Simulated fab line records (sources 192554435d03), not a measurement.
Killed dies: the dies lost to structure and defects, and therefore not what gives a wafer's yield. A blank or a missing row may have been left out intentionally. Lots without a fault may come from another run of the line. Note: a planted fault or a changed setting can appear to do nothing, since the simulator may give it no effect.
fab line records	flow n5Finfet
[record] lots = 6	wafers = 18	lastDay = 17
route steps=1938 shown BEOL_M11@1566
lots that met no fault: taken from a fault-free run of the same line
startH: start of the lot's first displayed wafer, in hours after the record's first day	waitH: hours from the lot's prior step to this one	" same as the row above	L1.1+2: several wafers, shown together as one row	- value missing, or start not given	* or withheld: withheld	< > ~ a bound
route shown NAME@n: NAME is a module with steps in the file, n the number in the route of the first one	usual: average and standard deviation across the fault-free wafers	same: alike in all rows	chamber/n: place in a boat	sites: each site's reading	_std_site: standard deviation across them	_edge_site: the outer-site mean with the inner-site mean subtracted	radiusMm: for every site, how far away it sits from the centre of the wafer	mask NAME#n: copy n	behind: tool/chamber where the wafer was last shaped	hold: why the lot went on hold/how many hours it stayed there/how the hold came to an end	device: which transistor (n, p or np) failed to switch	end of line: at the end of the route, the tests of the same wafers	a step given without rows: its recipe and nothing more	killed: not the wafer's yield, but the dies lost to structure and defects at the first sort	map: per-die view of a wafer (x killed, . not killed, _ where there is no die)
set.NAME: setting as actually run; set.NAME@STEP: the setting as run at that earlier step	model.NAME: the simulator's own value behind a step, which no gauge read
lots at some steps of the route; a table a step, a row a wafer
services: from which hour (startH, from the record's first day; less than 0 if before it) a tool's chamber was out of use, for how many hours, and why
[[steps]]
[step N5_BEOL_M11_PEB_26]
[recipe] pebTempC = withheld	pebTimeS = 60	resist = CAR-ArF
[step N5_BEOL_M11_DEVELOP_27]
[recipe] developTimeS = 30	developer = TMAH	resist = CAR-ArF	rinseLiquid = diw	dry = airSpin	devTempC = 23
[step N5_BEOL_M11_CD_MEAS_28]
[recipe] targetCdNm = 70	landingEnergyEv = 500	detector = seInlens	polarity = opening
[usual] cdNm = 70.1/0.87
lot.wafer	tool	chamber	startH	waitH	cdNm
L586.2	cdSem-03	0	227.04	-	70.3
L586.5	"	0	"	"	69.7
L586.6	"	0	"	"	71.2
L592.1	cdSem-02	0	257.75	-	70.9
L592.2	"	0	"	"	70.4
L592.6	"	0	"	"	70.7
L593.1	cdSem-03	0	278.07	-	70.1
L593.2	"	0	"	"	70.8
L593.4	"	0	"	"	69.1
L601.2	cdSem-03	0	313.04	-	70.0
L601.3	"	0	"	"	69.7
L601.6	"	0	"	"	69.2
L603.1	cdSem-03	0	333.95	-	71.4
L603.5	"	0	"	"	71.3
L603.6	"	0	"	"	71.3
L605.1	cdSem-01	0	359.36	-	71.0
L605.3	"	0	"	"	70.6
L605.5	"	0	"	"	71.4
[step N5_BEOL_M11_OVL_MEAS_29]
[recipe] pointsPerWafer = 44
[usual] V10_OVL = 0.5/0.71
lot.wafer	tool	chamber	startH	waitH	V10_OVL[nm]
L586.2	overlay-02	0	227.08	0.0	-0.1
L586.5	"	0	"	"	0.3
L586.6	"	0	"	"	0.2
L592.1	overlay-02	0	257.79	0.0	1.4
L592.2	"	0	"	"	0.6
L592.6	"	0	"	"	0.3
L593.1	overlay-02	0	278.10	0.0	0.3
L593.2	"	0	"	"	-0.2
L593.4	"	0	"	"	0.3
L601.2	overlay-02	0	313.06	0.0	0.8
L601.3	"	0	"	"	0.2
L601.6	"	0	"	"	1.3
L603.1	overlay-02	0	334.01	0.1	0.6
L603.5	"	0	"	"	0.7
L603.6	"	0	"	"	0.0
L605.1	overlay-02	0	359.39	0.0	1.1
L605.3	"	0	"	"	1.4
L605.5	"	0	"	"	0.7
[step N5_BEOL_M11_INSPECT_30]
[recipe] mode = adi	inspectInstrument = brightfield
[usual] rawDefectCount = 415/83
lot.wafer	tool	chamber	startH	waitH	rawDefectCount
L586.2	defectInspect-01	-	227.10	0.0	402
L586.5	"	-	"	"	461
L586.6	"	-	"	"	498
L592.1	defectInspect-02	-	257.92	0.1	321
L592.2	"	-	"	"	364
L592.6	"	-	"	"	299
L593.1	defectInspect-02	-	278.12	0.0	451
L593.2	"	-	"	"	365
L593.4	"	-	"	"	366
L601.2	defectInspect-01	-	313.09	0.0	550
L601.3	"	-	"	"	475
L601.6	"	-	"	"	380
L603.1	defectInspect-02	-	334.04	0.0	389
L603.5	"	-	"	"	275
L603.6	"	-	"	"	311
L605.1	defectInspect-01	-	359.42	0.0	490
L605.3	"	-	"	"	602
L605.5	"	-	"	"	366
[step N5_BEOL_M11_DESCUM_33]
[recipe] chemistry = O2	timeS = 7.9	sourcePowerW = 50	biasPowerW = 20	pressureMtorr = 20	rfFrequencyHz = 2.712e+07	tempC = 40	resist = CAR-ArF	o2FlowSccm = 225
[step N5_BEOL_M11_ETCH_65]
[recipe] chemistry = CF4	target = SiARC	targetDepthA = 390	maskMaterial = CAR-ArF	timeS = 65	ionEnergyEv = 80	pressureMtorr = 40	sourceW = 545	biasW = 36	Ar_flow_sccm = 100	cf4FlowSccm = 100	ends = cleared
[usual] biasW = 35.98/0.11	drypumpMotorCurrentA = 5.7/0.42	etchRfOnTimeS = 65.0/1.1	oesProductAu = 0.67/0.078	rfVppV = 183.9/1.1	showerheadPlenumPTorr = 2.13/0.064	throttleValvePct = 15.65/0.25
lot.wafer	tool	chamber	startH	waitH	biasW	drypumpMotorCurrentA	etchRfOnTimeS	oesProductAu	rfHoursCounterH	rfVppV	showerheadPlenumPTorr	throttleValvePct
L586.2	rieDiel-04	3	227.17	0.0	35.91	5.1	65.5	0.64	157	184.6	2.14	15.93
L586.5	"	1	"	"	36.01	5.9	65.7	0.57	-	183.8	2.20	15.86
L586.6	"	2	"	"	36.09	6.5	62.8	0.80	-	182.9	2.09	15.65
L592.1	rieDiel-04	3	258.00	0.0	36.05	5.1	65.3	0.64	168	183.2	2.14	15.95
L592.2	"	2	"	"	35.93	6.5	64.1	0.78	26	183.6	2.08	15.68
L592.6	"	3	"	"	36.00	5.1	65.4	0.64	-	183.7	2.14	15.96
L593.1	rieDiel-04	2	278.48	0.0	36.03	6.5	63.6	0.77	34	182.5	2.08	15.67
L593.2	"	3	"	"	35.94	5.1	65.7	0.64	176	184.4	2.14	15.96
L593.4	"	0	"	"	36.05	5.6	63.6	0.68	92	184.3	2.08	15.67
L601.2	rieDiel-06	1	313.91	0.0	36.05	5.8	66.3	0.60	192	182.2	2.04	15.87
L601.3	"	0	"	"	36.09	5.7	63.5	0.78	27	184.1	2.18	15.14
L601.6	"	2	"	"	36.16	5.9	66.0	0.58	-	185.2	2.20	15.83
L603.1	rieDiel-06	0	334.11	0.0	36.01	5.7	63.1	0.78	33	182.1	2.18	15.17
L603.5	"	1	"	"	35.97	5.8	65.6	0.60	-	182.0	2.04	15.89
L603.6	"	0	"	"	36.01	5.7	63.1	0.78	-	184.6	2.18	15.16
L605.1	rieDiel-04	3	359.49	0.0	35.84	5.1	65.6	0.62	198	181.9	2.13	16.00
L605.3	"	2	"	"	35.92	6.5	64.4	0.73	56	181.7	2.08	15.73
L605.5	"	2	"	"	35.84	6.5	64.2	0.73	-	183.2	2.07	15.72
[step N5_BEOL_M11_ETCH_66]
[recipe] chemistry = N2/H2	target = SOC	targetDepthA = 1200	overetchA = 240	maskMaterial = SiARC	tempC = 40	timeS = 180	ionEnergyEv = 200	pressureMtorr = 30	sourceW = 840	biasW = 150	n2FlowSccm = 200	h2FlowSccm = 200
[usual] biasW = 150.0/0.44	drypumpMotorCurrentA = 5.7/0.42	n2FlowSccm = 200.0/0.58	oesProductAu = 0.64/0.069	rfVppV = 523.7/2.3	showerheadPlenumPTorr = 2.53/0.08	tempC = 40.00/0.13	throttleValvePct = 17.82/0.24
lot.wafer	tool	chamber	startH	waitH	biasW	drypumpMotorCurrentA	n2FlowSccm	oesProductAu	rfHoursCounterH	rfVppV	showerheadPlenumPTorr	tempC	throttleValvePct
L586.2	rieDiel-04	3	227.22	0.0	149.7	5.1	200.4	0.62	157	523.6	2.55	39.89	18.18
L586.5	"	1	"	"	148.9	5.9	199.5	0.54	-	527.1	2.61	39.88	17.91
L586.6	"	2	"	"	149.9	6.5	200.0	0.74	-	522.4	2.48	40.05	17.86
L592.1	rieDiel-04	3	258.05	0.0	150.3	5.1	199.3	0.61	168	523.9	2.54	40.00	18.20
L592.2	"	2	"	"	150.3	6.5	199.1	0.72	26	522.6	2.47	40.02	17.87
L592.6	"	3	"	"	150.4	5.1	199.0	0.61	-	524.9	2.54	40.11	18.18
L593.1	rieDiel-04	2	278.53	0.0	150.2	6.5	200.9	0.72	34	520.5	2.47	40.01	17.87
L593.2	"	3	"	"	150.2	5.1	200.4	0.60	176	523.3	2.54	39.90	18.21
L593.4	"	0	"	"	149.9	5.6	199.8	0.64	92	523.4	2.47	39.76	17.89
L601.2	rieDiel-06	1	313.96	0.0	150.7	5.8	199.9	0.58	192	521.0	2.42	39.91	17.99
L601.3	"	0	"	"	150.1	5.8	199.4	0.73	27	524.9	2.61	39.75	17.44
L601.6	"	2	"	"	149.9	5.9	199.1	0.56	-	526.1	2.61	39.96	17.93
L603.1	rieDiel-06	0	334.16	0.0	150.5	5.7	199.4	0.73	33	525.6	2.60	40.13	17.46
L603.5	"	1	"	"	149.3	5.8	200.5	0.57	-	521.3	2.42	40.10	17.98
L603.6	"	0	"	"	150.3	5.7	200.3	0.73	-	526.6	2.60	40.15	17.46
L605.1	rieDiel-04	3	359.54	0.0	149.3	5.1	199.8	0.59	198	522.7	2.53	40.08	18.24
L605.3	"	2	"	"	149.8	6.5	200.8	0.69	56	520.1	2.46	39.73	17.92
L605.5	"	2	"	"	149.9	6.6	199.8	0.68	-	521.5	2.46	40.07	17.93
[step N5_BEOL_M11_STRIP_69]
[recipe] chemistry = N2/H2	tempC = 40	n2FlowSccm = 200	h2FlowSccm = 200	rfFrequencyHz = 6e+07
[step N5_BEOL_M11_VIA_ETCH_34]
[recipe] chemistry = C4F6/O2	target = SiCOH_lowk	targetDepthA = 1845	maskMaterial = SOC	taperDeg = 4	timeS = 69.2	ionEnergyEv = 250	pressureMtorr = 30	sourceW = 345	biasW = 185	Ar_flow_sccm = 300	C4F6_flow_sccm = 10	O2_flow_sccm = 10
[usual] C4F6_flow_sccm = 10.00/0.031	biasW = 185.1/0.55	drypumpMotorCurrentA = 5.7/0.42	oes_o_777_au = 0.79/0.09	oesProductAu = 0.79/0.092	rfVppV = 667/8.3	showerheadPlenumPTorr = 2.84/0.087	throttleValvePct = 20.94/0.24
lot.wafer	tool	chamber	startH	waitH	C4F6_flow_sccm	biasW	drypumpMotorCurrentA	oes_o_777_au	oesProductAu	rfHoursCounterH	rfVppV	showerheadPlenumPTorr	throttleValvePct
L586.2	rieDiel-04	3	227.34	0.0	9.99	185.3	5.1	0.75	0.76	157	655	2.85	21.26
L586.5	"	1	"	"	9.98	184.5	5.9	0.66	0.67	-	677	2.93	21.10
L586.6	"	2	"	"	9.99	185.1	6.5	0.94	0.94	-	658	2.77	20.98
L592.1	rieDiel-04	3	258.17	0.0	9.98	185.2	5.1	0.74	0.75	168	656	2.85	21.28
L592.2	"	2	"	"	10.00	184.8	6.5	0.92	0.91	26	657	2.77	21.01
L592.6	"	3	"	"	10.04	184.7	5.1	0.74	0.75	-	656	2.85	21.28
L593.1	rieDiel-04	2	278.65	0.0	10.03	184.8	6.5	0.90	0.90	34	658	2.76	21.02
L593.2	"	3	"	"	10.01	184.8	5.1	0.73	0.74	176	655	2.84	21.29
L593.4	"	0	"	"	10.05	185.9	5.6	0.79	0.80	92	669	2.76	20.99
L601.2	rieDiel-06	1	314.09	0.0	10.01	184.0	5.8	0.70	0.69	192	659	2.71	21.12
L601.3	"	0	"	"	9.98	185.1	5.7	0.91	0.92	27	671	2.90	20.48
L601.6	"	2	"	"	9.97	185.6	6.0	0.69	0.68	-	680	2.92	21.06
L603.1	rieDiel-06	0	334.28	0.0	9.97	185.7	5.7	0.90	0.91	33	672	2.90	20.50
L603.5	"	1	"	"	10.08	185.0	5.8	0.70	0.69	-	660	2.71	21.14
L603.6	"	0	"	"	9.98	185.9	5.7	0.90	0.90	-	672	2.90	20.50
L605.1	rieDiel-04	3	359.66	0.0	10.01	184.4	5.1	0.72	0.73	198	657	2.83	21.31
L605.3	"	2	"	"	9.98	185.1	6.5	0.87	0.86	56	656	2.75	21.06
L605.5	"	2	"	"	10.02	184.9	6.5	0.87	0.85	-	657	2.75	21.04
[step N5_BEOL_M11_STRIP_73]
[recipe] chemistry = C4F6/O2	resist = SiARC	rfFrequencyHz = 6e+07
[step N5_BEOL_M11_STRIP_36]
[recipe] chemistry = N2/H2	powerW = 450	tempC = 40	pressureMtorr = 20	rfFrequencyHz = 6e+07	overashFraction = 0.3	biasPowerW = 7	h2Frac = 0.5	n2FlowSccm = 200	h2FlowSccm = 200
[usual] drypumpMotorCurrentA = 5.7/0.42	n2FlowSccm = 200.0/0.65	oesProductAu = 0.79/0.091	rfVppV = 58.9/1.8	showerheadPlenumPTorr = 2.53/0.08	tempC = 40.03/0.13	throttleValvePct = 23.57/0.27
lot.wafer	tool	chamber	startH	waitH	drypumpMotorCurrentA	n2FlowSccm	oesProductAu	rfHoursCounterH	rfVppV	showerheadPlenumPTorr	tempC	throttleValvePct
L586.2	rieDiel-04	3	227.41	0.0	5.1	199.7	0.76	157	56.8	2.54	40.00	24.05
L586.5	"	1	"	"	5.9	200.5	0.67	-	56.3	2.61	39.99	23.56
L586.6	"	2	"	"	6.5	200.1	0.93	-	59.6	2.47	39.99	23.70
L592.1	rieDiel-04	3	258.23	0.0	5.1	200.5	0.75	168	56.1	2.54	40.29	24.07
L592.2	"	2	"	"	6.5	199.8	0.91	26	53.4	2.47	40.04	23.71
L592.6	"	3	"	"	5.1	200.9	0.74	-	61.4	2.54	40.06	24.04
L593.1	rieDiel-04	2	278.72	0.0	6.5	199.8	0.89	34	58.5	2.46	40.28	23.76
L593.2	"	3	"	"	5.1	200.1	0.74	176	58.6	2.54	40.06	24.08
L593.4	"	0	"	"	5.6	198.7	0.80	92	56.7	2.46	39.91	23.74
L601.2	rieDiel-06	1	314.15	0.0	5.8	200.5	0.71	192	61.5	2.41	40.04	23.62
L601.3	"	0	"	"	5.7	200.6	0.90	27	56.2	2.60	40.15	23.33
L601.6	"	2	"	"	5.9	200.1	0.68	-	57.9	2.60	40.11	23.59
L603.1	rieDiel-06	0	334.34	0.0	5.8	199.4	0.90	33	56.2	2.60	40.00	23.32
L603.5	"	1	"	"	5.8	200.6	0.69	-	61.7	2.41	40.11	23.66
L603.6	"	0	"	"	5.8	199.1	0.89	-	57.8	2.60	40.04	23.31
L605.1	rieDiel-04	3	359.72	0.0	5.1	199.9	0.73	198	58.5	2.53	39.75	24.08
L605.3	"	2	"	"	6.6	199.7	0.85	57	55.3	2.45	39.96	23.78
L605.5	"	2	"	"	6.5	200.5	0.86	-	60.1	2.45	40.09	23.76
[step N5_BEOL_M11_TRENCH_ETCH_37]
[recipe] chemistry = C4F6/O2	targetDepthA = 1488.3	target = SiCOH_lowk	timeS = 48	ionEnergyEv = 250	pressureMtorr = 30	sourceW = 345	biasW = 185	Ar_flow_sccm = 300	C4F6_flow_sccm = 10	O2_flow_sccm = 10
[usual] C4F6_flow_sccm = 10.003/0.029	biasW = 185.1/0.53	drypumpMotorCurrentA = 5.7/0.42	oes_o_777_au = 0.79/0.091	oesProductAu = 0.79/0.09	rfVppV = 667/8.5	showerheadPlenumPTorr = 2.84/0.087	throttleValvePct = 20.96/0.24
lot.wafer	tool	chamber	startH	waitH	C4F6_flow_sccm	biasW	drypumpMotorCurrentA	oes_o_777_au	oesProductAu	rfHoursCounterH	rfVppV	showerheadPlenumPTorr	throttleValvePct
L586.2	rieDiel-04	3	227.45	-	10.058	186.1	5.1	0.75	0.76	157	657	2.85	21.29
L586.5	"	1	"	"	10.029	186.1	5.9	0.66	0.66	-	678	2.93	21.11
L586.6	"	2	"	"	10.008	184.5	6.5	0.94	0.93	-	658	2.77	21.03
L592.1	rieDiel-04	3	258.27	-	10.029	194.2	5.1	0.75	0.76	168	683	2.85	21.28
L592.2	"	2	"	"	9.999	194.9	6.5	0.92	0.92	26	682	2.77	21.04
L592.6	"	3	"	"	10.053	194.5	5.1	0.74	0.76	-	682	2.85	21.31
L593.1	rieDiel-04	2	278.76	-	10.011	195.0	6.6	0.91	0.90	34	685	2.76	21.04
L593.2	"	3	"	"	10.004	194.4	5.1	0.74	0.75	176	683	2.84	21.31
L593.4	"	0	"	"	10.000	194.5	5.6	0.80	0.80	92	695	2.76	20.99
L601.2	rieDiel-06	1	314.19	-	10.074	185.3	5.8	0.70	0.70	192	658	2.71	21.15
L601.3	"	0	"	"	10.012	185.3	5.7	0.92	0.91	27	671	2.90	20.52
L601.6	"	2	"	"	9.965	185.0	6.0	0.68	0.68	-	680	2.92	21.09
L603.1	rieDiel-06	0	334.38	-	10.041	185.0	5.7	0.90	0.90	33	672	2.90	20.52
L603.5	"	1	"	"	10.006	185.7	5.8	0.70	0.70	-	658	2.71	21.16
L603.6	"	0	"	"	10.034	184.8	5.7	0.91	0.90	-	671	2.90	20.53
L605.1	rieDiel-04	3	359.76	-	10.048	185.4	5.1	0.72	0.74	198	655	2.83	21.35
L605.3	"	2	"	"	10.005	185.2	6.5	0.87	0.86	57	656	2.75	21.09
L605.5	"	2	"	"	9.989	184.7	6.6	0.87	0.87	-	656	2.75	21.08
[step N5_BEOL_M11_ETCH_41]
[recipe] chemistry = CH3F/O2	target = SiCN	targetDepthA = 426	taperDeg = 2	timeS = 86	ionEnergyEv = 120	maskMaterial = TiN	pressureMtorr = 30	sourceW = 395	biasW = 75	Ar_flow_sccm = 150	CH3F_flow_sccm = 30	O2_flow_sccm = 20
[usual] biasW = 74.99/0.22	drypumpMotorCurrentA = 5.7/0.42	oesProductAu = 0.79/0.091	rfVppV = 297.2/1.6	showerheadPlenumPTorr = 1.99/0.064	throttleValvePct = 16.36/0.24
lot.wafer	tool	chamber	startH	waitH	biasW	drypumpMotorCurrentA	oesProductAu	rfHoursCounterH	rfVppV	showerheadPlenumPTorr	throttleValvePct
L586.2	rieDiel-04	3	-	-	74.91	5.1	0.76	157	296.8	2.00	16.65
L586.5	"	1	"	"	75.26	5.9	0.66	-	299.3	2.06	16.57
L586.6	"	2	"	"	75.17	6.5	0.94	-	295.4	1.94	16.34
L592.1	rieDiel-04	3	-	-	75.04	5.1	0.76	168	298.2	2.00	16.67
L592.2	"	2	"	"	75.20	6.6	0.91	26	296.4	1.94	16.36
L592.6	"	3	"	"	74.96	5.1	0.75	-	297.9	2.00	16.67
L593.1	rieDiel-04	2	-	-	74.87	6.5	0.90	34	297.5	1.94	16.38
L593.2	"	3	"	"	74.90	5.1	0.75	176	297.1	2.00	16.68
L593.4	"	0	"	"	74.94	5.6	0.80	92	297.9	1.94	16.37
L601.2	rieDiel-06	1	-	-	74.87	5.7	0.70	192	294.9	1.90	16.57
L601.3	"	0	"	"	74.93	5.7	0.91	27	297.6	2.04	15.89
L601.6	"	2	"	"	75.08	5.9	0.67	-	299.0	2.05	16.54
L603.1	rieDiel-06	0	-	-	74.88	5.8	0.90	33	299.6	2.04	15.93
L603.5	"	1	"	"	74.80	5.7	0.69	-	293.5	1.90	16.59
L603.6	"	0	"	"	74.97	5.7	0.91	-	296.6	2.04	15.89
L605.1	rieDiel-04	3	-	-	75.20	5.1	0.73	198	298.3	1.99	16.72
L605.3	"	2	"	"	74.57	6.5	0.85	57	295.4	1.93	16.41
L605.5	"	2	"	"	74.60	6.6	0.86	-	297.0	1.93	16.42
[[services]]
tool	chamber	startH	hours	kind
rieDiel-06	0	208.32	-	clean
rieDiel-06	0	208.32	-	consumableReplace:focusRing
rieDiel-06	0	208.32	17.7	scheduledDown
rieDiel-06	0	208.32	17.7	ventCycle
rieDiel-04	1	244.83	-	clean
rieDiel-04	1	244.83	-	consumableReplace:focusRing
rieDiel-04	1	244.83	22.6	scheduledDown
rieDiel-04	1	244.83	22.6	ventCycle
rieDiel-04	-	284.96	14.6	pm
rieDiel-06	2	331.19	-	clean
rieDiel-06	2	331.19	-	consumableReplace:focusRing
rieDiel-06	2	331.19	25.2	scheduledDown
rieDiel-06	2	331.19	25.2	ventCycle
rieDiel-04	1	335.55	41.2	repair
[[key]]
[firstSign] step = N5_BEOL_M11_TRENCH_ETCH_37	reading = biasW	direction = up	sigmas = 18	usual = *	struck = *
[effect] step = N5_BEOL_M11_TRENCH_ETCH_37	reading = rfVppV	direction = up	sigmas = 2.2	usual = 667	struck = 685
metAt N5_BEOL_M11_TRENCH_ETCH_37
struckWafers L592.1,L592.2,L592.6,L593.1,L593.2,L593.4
onsetBetween 227.45 258.27
[fault] kind = processParameterDrift	tool = rieDiel-04	chamber = -	onsetH = 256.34	steps = N5_BEOL_M11_TRENCH_ETCH_37	channel = biasW	offset = *	shape = step	endH = 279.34	actsIn = *	stated = *
